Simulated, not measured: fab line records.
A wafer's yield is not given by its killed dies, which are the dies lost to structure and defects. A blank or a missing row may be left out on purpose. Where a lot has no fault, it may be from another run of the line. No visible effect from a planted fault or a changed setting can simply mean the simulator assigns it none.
Split-lot trial | flow n5_finfet | route with 1938 steps; 7 lots, 21 wafers read

== THE SPLIT ==
At N5_BEOL_M5_ETCH_41 (etches SiCN in CH3F/O2, target depth 31.5 nm, time 56.7 s), the setting source_w was moved away from the recipe's 395 W on 3 of the 21 wafers read, by +9.8% to +17.7%. For the rest of the wafers, this setting stayed at what the recipe calls for.

The split's own step is where the reading is taken.

== THE READING ==
rf_vpp_V, in V, at N5_BEOL_M5_ETCH_41 (etches SiCN in CH3F/O2, target depth 31.5 nm, time 56.7 s). A value of 297.4 V with a standard deviation of 1.4 V is what fault-free wafers of this fab line usually give.

wafer  | tool, chamber at the split | source_w as run, W | against the recipe | rf_vpp_V, V | against lot-mates on the recipe
L076.1 | rie_diel-02, 2             | 395                | recipe             | 296.3       | -
L076.2 | rie_diel-02, 1             | 433.8              | +9.8%              | 288.1       | -8.2
L076.5 | rie_diel-02, 2             | 433.8              | +9.8%              | 288.6       | -7.7
L077.2 | rie_diel-02, 2             | 395                | recipe             | 296.6       | -
L077.3 | rie_diel-02, 3             | 464.8              | +17.7%             | 281.8       | -14.3
L077.4 | rie_diel-02, 1             | 395                | recipe             | 295.6       | -
L085.2 | rie_diel-05, 2             | 395                | recipe             | 297.1       | -
L085.3 | rie_diel-05, 1             | 395                | recipe             | 297.2       | -
L085.5 | rie_diel-05, 1             | 395                | recipe             | 297.4       | -
L089.1 | rie_diel-02, 0             | 395                | recipe             | 297.4       | -
L089.4 | rie_diel-02, 2             | 395                | recipe             | 295.5       | -
L089.5 | rie_diel-02, 2             | 395                | recipe             | 297.4       | -
L094.2 | rie_diel-05, 0             | 395                | recipe             | 297.1       | -
L094.4 | rie_diel-05, 2             | 395                | recipe             | 299.2       | -
L094.6 | rie_diel-05, 0             | 395                | recipe             | 297.3       | -
L096.2 | rie_diel-05, 2             | 395                | recipe             | 298.2       | -
L096.5 | rie_diel-05, 2             | 395                | recipe             | 298.3       | -
L096.6 | rie_diel-05, 3             | 395                | recipe             | 295.8       | -
L097.2 | rie_diel-05, 0             | 395                | recipe             | 295.6       | -
L097.4 | rie_diel-05, 1             | 395                | recipe             | 297.4       | -
L097.5 | rie_diel-05, 2             | 395                | recipe             | 297.5       | -

FIT RESULTS
A straight line over all 21 wafers: rf_vpp_V changes by -0.871 V for each +1% of source_w; r = -0.97; the points scatter about the line by 0.96 V.
The same after taking each lot's own level away (the mean of its wafers on the recipe; 21 wafers): -0.809 V for each +1%; r = -0.98; scatter 0.8 V.
According to that fit, moving source_w by its largest amount changes the reading by 14 V.
The span of the lots' own levels, 296.10 to 297.87 V, comes to 1.3 times the standard deviation stated above.
The two slopes are in agreement: the lot-to-lot level therefore moves the slope only a little.
Check: -14.3 V against its lot-mates is what the line predicts for one of the wafers moved furthest among these (+17.7%) when that wafer is left out of the fit. It came out at -14.3 V against them.
Tool readings at the split's step, against how far the setting was moved: rf_vpp_V r = -0.97.

== THESE WAFERS: OTHER SPLITS ==
Other splits were also applied to these wafers ahead of the reading. Each is held against what the fit with the lots' levels taken away leaves over:
other split on the same wafers        | wafers away from the commonest value | r with rf_vpp_V (lot level and that fit taken away)
N5_HKMG_FIN_CVD_62 temp_c             | 9                                    | -0.02
N5_HKMG_FIN_ETCH_35 time_s            | 7                                    | -0.24
N5_MOL_CONTACT_COAG_COAT_58 spin_rpm  | 8                                    | -0.01
N5_MOL_CONTACT_COAG_ETCH_105 bias_w   | 8                                    | -0.05
N5_MOL_CONTACT_COAG_ALD_27 ald_cycles | 7                                    | -0.01
N5_BEOL_M0_SAQP_ETCH_107 bias_w       | 3                                    | -0.01
N5_BEOL_M0_DEP_125 time_s             | 7                                    | +0.03
N5_BEOL_M1_PECVD_72 time_s            | 7                                    | +0.02
N5_BEOL_M1_SPUTTER_79 time_s          | 9                                    | -0.12
N5_BEOL_M2_EXPOSE_08 dose_mj          | 3                                    | -0.18
N5_BEOL_M3_TRENCH_ETCH_37 bias_w      | 4                                    | -0.22
N5_BEOL_M4_DESCUM_33 time_s           | 4                                    | -0.02
N5_BEOL_M5_ETCH_68 time_s             | 7                                    | +0.43

== THE WHOLE CHAIN: every reading that the file lists as answering this split, in the file's order ==
step               | what it does                                              | reading                                                        | change (the file's fit)               | r (the file's)
N5_BEOL_M5_ETCH_41 | etches SiCN in CH3F/O2, target depth 31.5 nm, time 56.7 s | rf_vpp_V                                                       | -0.809 V for each +1% of the setting  | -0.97
N5_BEOL_M5_ETCH_41 | etches SiCN in CH3F/O2, target depth 31.5 nm, time 56.7 s | etch.depth_nm (the simulator's own value, which no gauge read) | +0.116 nm for each +1% of the setting | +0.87

== THE FILE'S OWN FIT ==
rf_vpp_V changes by -0.809 V for each +1% of source_w, r = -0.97.
